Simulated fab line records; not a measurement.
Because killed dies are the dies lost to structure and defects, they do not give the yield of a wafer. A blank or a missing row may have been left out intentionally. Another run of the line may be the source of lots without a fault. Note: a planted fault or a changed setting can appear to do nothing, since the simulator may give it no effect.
Which tool is to blame? | flow nandHarc | 36 wafers from 12 lots sampled at 7 of the route's 1159 steps

WHAT EACH GAUGE READ, for each wafer
NHARC_P_CONTACT_CD_MEAS_12: the cd target is 90 nm. Usual: 90.0 nm for cdNm, sd 0.62.
lot  | measured     | on       | cdNm (nm)      | flag
L990 | day 5 21:04  | cdSem-01 | 91.1 90.4 91.6 | 
L992 | day 6 15:07  | cdSem-01 | 89.7 90.6 90.5 | 
L991 | day 6 17:47  | cdSem-01 | 89.3 90.2 89.6 | 
L993 | day 6 20:56  | cdSem-03 | 78.5 79.9 80.0 | OFF
L994 | day 6 21:41  | cdSem-02 | 89.4 89.2 89.1 | 
L995 | day 7 09:42  | cdSem-01 | 91.0 91.4 90.5 | 
L103 | day 9 10:25  | cdSem-02 | 90.1 89.7 90.0 | 
L104 | day 9 15:49  | cdSem-03 | 91.3 90.1 91.4 | 
L106 | day 10 06:16 | cdSem-01 | 90.6 89.6 90.2 | 
L107 | day 10 10:11 | cdSem-01 | 90.2 90.0 88.7 | 
L109 | day 10 21:32 | cdSem-01 | 90.0 89.8 90.3 | 
L111 | day 11 01:45 | cdSem-02 | 90.8 90.2 90.1 | 

NHARC_P_CONTACT_CD_MEAS_19. Usual: 89.6 nm for cdNm, sd 1.4.
lot  | measured     | on       | cdNm (nm)      | flag
L990 | day 5 22:07  | cdSem-01 | 89.3 90.7 89.7 | 
L992 | day 6 16:33  | cdSem-02 | 89.1 91.1 89.2 | 
L991 | day 6 18:50  | cdSem-01 | 89.3 92.1 91.0 | 
L993 | day 6 22:03  | cdSem-02 | 79.1 79.1 81.2 | OFF
L994 | day 6 22:45  | cdSem-01 | 86.6 88.1 90.0 | 
L995 | day 7 10:46  | cdSem-02 | 91.2 91.6 89.1 | 
L103 | day 9 11:38  | cdSem-03 | 90.0 90.2 87.6 | 
L104 | day 9 17:00  | cdSem-03 | 92.5 92.5 89.5 | 
L106 | day 10 07:20 | cdSem-01 | 92.1 89.0 91.3 | 
L107 | day 10 11:14 | cdSem-03 | 91.4 88.6 86.7 | 
L109 | day 10 22:36 | cdSem-02 | 90.3 88.0 90.4 | 
L111 | day 11 02:49 | cdSem-02 | 91.4 90.3 88.9 | 

NHARC_END_SORT_01. Usual: killedAtArray 27, standard deviation 8.8; killedAtOther 0.4, standard deviation 0.82; killedAtPeriphery 3.1, standard deviation 2.1; killedDies 31, standard deviation 8.8; killedOpen 3.3, standard deviation 2; killedShort 2.0, standard deviation 1.4.
lot  | measured     | on        | killedAtArray | killedAtOther | killedAtPeriphery | killedDies | killedOpen | killedShort | flag
L993 | day 21 04:46 | prober-01 | 7 15 10       | 0 0 0         | 19 9 11           | 26 24 21   | 3 1 1      | 1 0 2       | OFF

EACH LOT AND THE TOOL THAT RAN IT (in order: tool; ch and the chambers of the sampled wafers; start)
lot  | NHARC_P_GATE_STRIP_76               | NHARC_P_GATE_STRIP_95               | NHARC_P_CONTACT_DEP_30          | NHARC_P_CONTACT_EXPOSE_09
L990 | plasmaAsher-02 ch 0,1, day 5 15:24  | plasmaAsher-01 ch 0,1, day 5 17:27  | pecvd-01 ch 0,1,2, day 5 19:45  | arfiScanner-03 ch 0, day 5 20:56
L992 | plasmaAsher-01 ch 0, day 6 09:29    | plasmaAsher-01 ch 0,1, day 6 11:39  | pecvd-04 ch 1,2, day 6 13:42    | arfiScanner-03 ch 0, day 6 14:58
L991 | plasmaAsher-01 ch 0,1, day 6 12:06  | plasmaAsher-01 ch 0, day 6 14:22    | pecvd-04 ch 1,2, day 6 16:15    | arfiScanner-01 ch 0, day 6 17:39
L993 | plasmaAsher-01 ch 0,1, day 6 15:28  | plasmaAsher-01 ch 0,1, day 6 17:37  | pecvd-01 ch 0,1,2, day 6 19:36  | arfiScanner-01 ch 0, day 6 20:48
L994 | plasmaAsher-01 ch 0,1, day 6 16:11  | plasmaAsher-02 ch 0,1, day 6 18:20  | pecvd-01 ch 0,1,2, day 6 20:23  | arfiScanner-01 ch 0, day 6 21:34
L995 | plasmaAsher-02 ch 0,1, day 7 03:29  | plasmaAsher-02 ch 0,1, day 7 06:11  | pecvd-03 ch 1,2, day 7 08:10    | arfiScanner-03 ch 0, day 7 09:34
L103 | plasmaAsher-02 ch 0,1, day 9 04:26  | plasmaAsher-01 ch 0,1, day 9 06:41  | pecvd-01 ch 1,2, day 9 08:52    | arfiScanner-02 ch 0, day 9 10:17
L104 | plasmaAsher-02 ch 0,1, day 9 10:17  | plasmaAsher-02 ch 0,1, day 9 12:29  | pecvd-03 ch 1,2, day 9 14:28    | arfiScanner-02 ch 0, day 9 15:40
L106 | plasmaAsher-01 ch 0,1, day 10 00:47 | plasmaAsher-01 ch 0,1, day 10 02:57 | pecvd-01 ch 1,2, day 10 04:51   | arfiScanner-01 ch 0, day 10 06:08
L107 | plasmaAsher-01 ch 0,1, day 10 04:35 | plasmaAsher-02 ch 0,1, day 10 06:46 | pecvd-04 ch 1,2, day 10 08:46   | arfiScanner-01 ch 0, day 10 10:03
L109 | plasmaAsher-02 ch 0, day 10 15:51   | plasmaAsher-02 ch 0,1, day 10 18:01 | pecvd-04 ch 0,1,2, day 10 19:58 | arfiScanner-02 ch 0, day 10 21:23
L111 | plasmaAsher-02 ch 0,1, day 10 19:57 | plasmaAsher-02 ch 0,1, day 10 22:10 | pecvd-03 ch 0,1,2, day 11 00:12 | arfiScanner-01 ch 0, day 11 01:36
- NHARC_P_GATE_STRIP_76: strips in O2.
- NHARC_P_GATE_STRIP_95: strips in O2.
- NHARC_P_CONTACT_DEP_30: deposits SiNx, target thk 30 nm.
- NHARC_P_CONTACT_EXPOSE_09: exposes mask P CA, target cd 90 nm.

WHAT THE TOOLS THEMSELVES READ (means of the sampled wafers that have a number; where no wafer has one, the mark that the record gives instead)
NHARC_P_GATE_STRIP_76. Usual: drypumpMotorCurrentA 5.7 A, standard deviation 0.61; heaterPowerW 362 W, standard deviation 27.
lot  | tool           | drypumpMotorCurrentA (A) | heaterPowerW (W) | flag
L990 | plasmaAsher-02 | 6.3                      | 341              | 
L992 | plasmaAsher-01 | 5.8                      | 382              | 
L991 | plasmaAsher-01 | 5.4                      | 380              | 
L993 | plasmaAsher-01 | 5.2                      | 392              | 
L994 | plasmaAsher-01 | 5.2                      | 386              | 
L995 | plasmaAsher-02 | 6.3                      | 342              | 
L103 | plasmaAsher-02 | 6.3                      | 342              | 
L104 | plasmaAsher-02 | 6.1                      | 333              | 
L106 | plasmaAsher-01 | 5.5                      | 385              | 
L107 | plasmaAsher-01 | 5.4                      | 383              | 
L109 | plasmaAsher-02 | 6.6                      | 346              | 
L111 | plasmaAsher-02 | 6.3                      | 340              | 

NHARC_P_GATE_STRIP_95. Usual: drypumpMotorCurrentA 5.7 A, standard deviation 0.61; heaterPowerW 366 W, standard deviation 27.
lot  | tool           | drypumpMotorCurrentA (A) | heaterPowerW (W) | flag
L990 | plasmaAsher-01 | 5.2                      | 386              | 
L992 | plasmaAsher-01 | 5.1                      | 395              | 
L991 | plasmaAsher-01 | 5.8                      | 381              | 
L993 | plasmaAsher-01 | 5.1                      | 389              | 
L994 | plasmaAsher-02 | 6.3                      | 339              | 
L995 | plasmaAsher-02 | 6.3                      | 337              | 
L103 | plasmaAsher-01 | 5.5                      | 386              | 
L104 | plasmaAsher-02 | 6.3                      | 338              | 
L106 | plasmaAsher-01 | 5.5                      | 382              | 
L107 | plasmaAsher-02 | 6.0                      | 330              | 
L109 | plasmaAsher-02 | 6.1                      | 335              | 
L111 | plasmaAsher-02 | 6.0                      | 332              | 

NHARC_P_CONTACT_DEP_30. Usual: heaterPowerW 703 W, standard deviation 79; rfFwdPowerW 448.8 W, standard deviation 1.4.
lot  | tool     | heaterPowerW (W) | rfFwdPowerW (W) | flag
L990 | pecvd-01 | 833              | 449.7           | 
L992 | pecvd-04 | 639              | 448.5           | 
L991 | pecvd-04 | 694              | 449.2           | 
L993 | pecvd-01 | 725              | 449.1           | 
L994 | pecvd-01 | 751              | 447.5           | 
L995 | pecvd-03 | 670              | 448.2           | 
L103 | pecvd-01 | 734              | 448.8           | 
L104 | pecvd-03 | 705              | 447.9           | 
L106 | pecvd-01 | 777              | 448.8           | 
L107 | pecvd-04 | 705              | 449.0           | 
L109 | pecvd-04 | 706              | 449.8           | 
L111 | pecvd-03 | 649              | 449.2           | 

THE ANSWER, worked out from the rows above alone
Rule: lot off if the mean of its wafers having a number is beyond 3 standard deviations from the usual mean. A lot without any number at a reading at which 4 lots or more have one is off too. All remaining lots with rows at the step are treated as sound. After the gauges, taken in route order, come the tools' own readings; for these a lot's mean is taken, as printed above. The first step at which some lot is off is used, and at that step the reading that is off furthest; a lot without a number counts as furthest.
Off, at NHARC_P_CONTACT_CD_MEAS_12 on cdNm: L993.
If a tool, at a process step before that reading, ran all the lots that are off and no sound lot after the first of them, it fits. The gauges at NHARC_P_CONTACT_CD_MEAS_12 aren't tried: what is off there is off at NHARC_P_CONTACT_CD_MEAS_19 too, on other tools, and a gauge's error can't cause that. No candidate that was tried fits.

WHAT THE SIMULATOR HAD PUT IN
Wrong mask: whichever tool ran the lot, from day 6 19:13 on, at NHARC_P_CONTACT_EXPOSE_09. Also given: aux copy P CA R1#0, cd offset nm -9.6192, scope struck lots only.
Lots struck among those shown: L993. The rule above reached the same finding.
